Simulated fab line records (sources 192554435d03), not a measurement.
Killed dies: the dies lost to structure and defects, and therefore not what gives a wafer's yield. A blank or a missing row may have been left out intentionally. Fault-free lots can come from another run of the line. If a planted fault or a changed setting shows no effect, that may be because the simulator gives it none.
Which of the tools did it?	flow n5 finfet	28 wafers from 10 lots sampled at 5 of the route's 1938 steps

WHAT EACH GAUGE READ, for each wafer
N5_BEOL_M14_THK_MEAS_50: measures by xrf. Usual: M14_THK typically reads 557 nm, with standard deviation 9.8.
lot	measured	on	M14_THK (nm)	flag
L377	day 12 12:01	film metro-01	550 561 562	
L379	day 13 05:06	film metro-01	564 563 560	
L381	day 13 07:34	film metro-02	563 537 565	
L380	day 13 07:44	film metro-02	555 550 546	
L384	day 14 14:52	film metro-01	554 566 558	
L386	day 14 15:32	film metro-01	571 549 556	
L388	day 16 03:34	film metro-02	551 570	
L391	day 16 05:08	film metro-02	562 542	
L392	day 16 14:24	film metro-01	562 581 560	
L396	day 17 03:41	film metro-01	546 550 557	

N5_BEOL_M15_THK_MEAS_01. Usual: M15_ILD_THK typically reads 1628 nm, with standard deviation 23.
lot	measured	on	M15_ILD_THK (nm)	flag
L377	day 12 12:31	film metro-01	1631 1654 1651	
L379	day 13 05:39	film metro-02	1662 1671 1650	
L381	day 13 08:00	film metro-02	1584 1614 1620	
L380	day 13 08:19	film metro-01	1602 1608 1621	
L384	day 14 15:18	film metro-01	1616 1643 1664	
L386	day 14 15:59	film metro-01	1636 1659 1670	
L388	day 16 04:07	film metro-02	1611 1717	
L391	day 16 05:41	film metro-01	1615 1731	
L392	day 16 14:50	film metro-01	1604 1651 1635	
L396	day 17 04:08	film metro-01	1605 1624 1638	

EACH LOT AND THE TOOL THAT RAN IT (in order: tool; ch and the chambers of the sampled wafers; start)
lot	N5_BEOL_M14_ETCH_38	N5_BEOL_M14_PRE_CLEAN_42	N5_BEOL_M15_ILD_DEP_00
L377	rie diel-06 ch 0,2,3, day 12 10:55 or earlier	pvd sputter-03, day 12 10:55	pecvd-02 ch 0,2, day 12 12:16
L379	rie diel-06 ch 0,2,3, day 13 04:00 or earlier	pvd sputter-01, day 13 04:00	pecvd-02 ch 1,2, day 13 05:17
L381	rie diel-05 ch 1,2, day 13 06:28 or earlier	pvd sputter-03, day 13 06:28	pecvd-01 ch 0,1, day 13 07:45
L380	rie diel-06 ch 0,2,3, day 13 06:31 or earlier	pvd sputter-01, day 13 06:31	pecvd-03 ch 1,2, day 13 07:57
L384	rie diel-01 ch 0,1,2, day 14 13:46 or earlier	pvd sputter-03, day 14 13:46	pecvd-03 ch 1,2, day 14 15:03
L386	rie diel-06 ch 0,1,3, day 14 14:26 or earlier	pvd sputter-03, day 14 14:26	pecvd-02 ch 0,1,2, day 14 15:44
L388	rie diel-05 ch 1,2, day 16 02:08 or earlier	pvd sputter-03, day 16 02:08	pecvd-03 ch 0,1, day 16 03:46
L391	rie diel-01 ch 0, day 16 03:08 or earlier	pvd sputter-02, day 16 03:08	pecvd-03 ch 0,1, day 16 05:19
L392	rie diel-01 ch 2,3, day 16 12:46 or earlier	pvd sputter-03, day 16 12:46	pecvd-02 ch 0,2, day 16 14:35
L396	rie diel-06 ch 2,3, day 17 02:35 or earlier	pvd sputter-03, day 17 02:35	pecvd-01 ch 0,1, day 17 03:53
- N5_BEOL_M14_ETCH_38: etches SiCN in CF4/N2, target depth 106.5 nm, time 120.6 s.
- N5_BEOL_M14_PRE_CLEAN_42: time 30 s.
- N5_BEOL_M15_ILD_DEP_00: deposits SiO2 from TEOS/O2, target thk 1629.3 nm, time 346.1 s.

WHAT THE TOOLS THEMSELVES READ (means of the sampled wafers that have a number; where no wafer has one, the mark that the record gives instead)
N5_BEOL_M14_ETCH_38. Usual: value, then standard deviation, for each; cf4 flow sccm 59.99 sccm / 0.19; drypump motor current A 5.7 A / 0.54; mfc ar sccm 100.0 sccm / 0.32; oes product au 0.82 a.u. / 0.097; rf vpp V 382.8 V / 1.7; showerhead plenum p Torr 2.22 Torr / 0.063; throttle valve pct 15.42 % / 0.22.
lot	tool	cf4 flow sccm (sccm)	drypump motor current A (A)	mfc ar sccm (sccm)	oes product au (a.u.)	rf vpp V (V)	showerhead plenum p Torr (Torr)	throttle valve pct (%)	flag
L377	rie diel-06	60.04	5.8	100.1	0.82	382.7	2.20	15.48	
L379	rie diel-06	59.91	5.8	100.0	0.81	382.1	2.19	15.49	
L381	rie diel-05	60.08	5.5	99.8	0.84	383.1	2.29	15.57	
L380	rie diel-06	59.85	5.8	100.4	0.82	382.7	2.19	15.50	
L384	rie diel-01	59.94	5.7	99.8	0.76	379.7	2.18	15.54	
L386	rie diel-06	59.85	5.3	99.9	0.74	382.0	2.17	15.58	
L388	rie diel-05	60.13	5.4	100.0	0.82	383.5	2.27	15.56	
L391	rie diel-01	60.03	5.2	100.2	0.74	381.2	2.11	15.57	
L392	rie diel-01	59.93	5.5	100.3	0.93	383.5	2.25	15.40	
L396	rie diel-06	60.00	6.1	99.9	0.74	382.0	2.19	15.65	

N5_BEOL_M14_PRE_CLEAN_42. Usual: heater power w 463 W, standard deviation 40; susceptor temp C 299.99 C, standard deviation 0.2.
lot	tool	heater power w (W)	susceptor temp C (C)	flag
L377	pvd sputter-03	446	300.14	
L379	pvd sputter-01	497	299.94	
L381	pvd sputter-03	406	300.09	
L380	pvd sputter-01	499	300.11	
L384	pvd sputter-03	431	299.97	
L386	pvd sputter-03	462	300.15	
L388	pvd sputter-03	456	300.15	
L391	pvd sputter-02	500	299.94	
L392	pvd sputter-03	442	300.04	
L396	pvd sputter-03	440	300.03	

N5_BEOL_M15_ILD_DEP_00. Usual: heater power w 514 W, standard deviation 120; run length s 388.9 s, standard deviation 0.66; showerhead plenum p Torr 8.36 Torr, standard deviation 0.038; susceptor temp C 400.02 C, standard deviation 0.22; throttle valve pct 18.8 %, standard deviation 1.
lot	tool	heater power w (W)	run length s (s)	showerhead plenum p Torr (Torr)	susceptor temp C (C)	throttle valve pct (%)	flag
L377	pecvd-02	584	388.3	8.34	400.17	18.2	
L379	pecvd-02	410	389.0	8.35	400.17	19.2	
L381	pecvd-01	481	388.9	8.36	399.89	19.3	
L380	pecvd-03	497	389.1	8.34	400.03	18.1	
L384	pecvd-03	516	389.0	8.35	400.02	18.2	
L386	pecvd-02	597	388.9	8.36	399.95	19.0	
L388	pecvd-03	532	397.8	8.43	399.93	19.9	OFF
L391	pecvd-03	554	397.9	8.41	400.02	19.8	OFF
L392	pecvd-02	593	388.5	8.35	400.12	18.7	
L396	pecvd-01	462	389.1	8.35	400.10	19.3	

THE ANSWER, worked out from the rows above alone
Rule: lot off if the mean of its wafers having a number is beyond 3 standard deviations from the usual mean. Also off: a lot with no number at a reading for which 4 or more lots have one. Any other lot the step has rows for is counted as sound. The gauges are gone through in route order, then the tools' own readings, and for those a lot's mean is taken as printed above. At the first step where some lot is off, the reading lying furthest off is the one used; lots without a number count as furthest.
Off at N5_BEOL_M15_ILD_DEP_00 (run length s): L388, L391.
If a tool, at that step or one of the process steps before it, ran each lot that is off and ran no sound lot following the first of them, it fits. N5_BEOL_M14_ETCH_38 gives no start for some lots, so the hours and the order of its lots are those of N5_BEOL_M14_PRE_CLEAN_42. One fits: pecvd-03 at N5_BEOL_M15_ILD_DEP_00. Its last sound lot is L384 (day 14 15:03), its first lot that is off L388 (day 16 03:46): a fault that began between those two fits.
The tool's own readings at N5_BEOL_M15_ILD_DEP_00 bear it out: on the lots that are off they differ by more than 5 times the standard deviation of the sound lots' means. run length s reads 397.9 s there against 388.9 s on the sound lots; showerhead plenum p Torr reads 8.42 Torr there against 8.35 Torr on the sound lots.

WHAT HAD BEEN PUT IN BY THE SIMULATOR
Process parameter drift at N5_BEOL_M15_ILD_DEP_00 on pecvd-03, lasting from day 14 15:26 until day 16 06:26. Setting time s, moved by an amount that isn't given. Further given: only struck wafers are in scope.
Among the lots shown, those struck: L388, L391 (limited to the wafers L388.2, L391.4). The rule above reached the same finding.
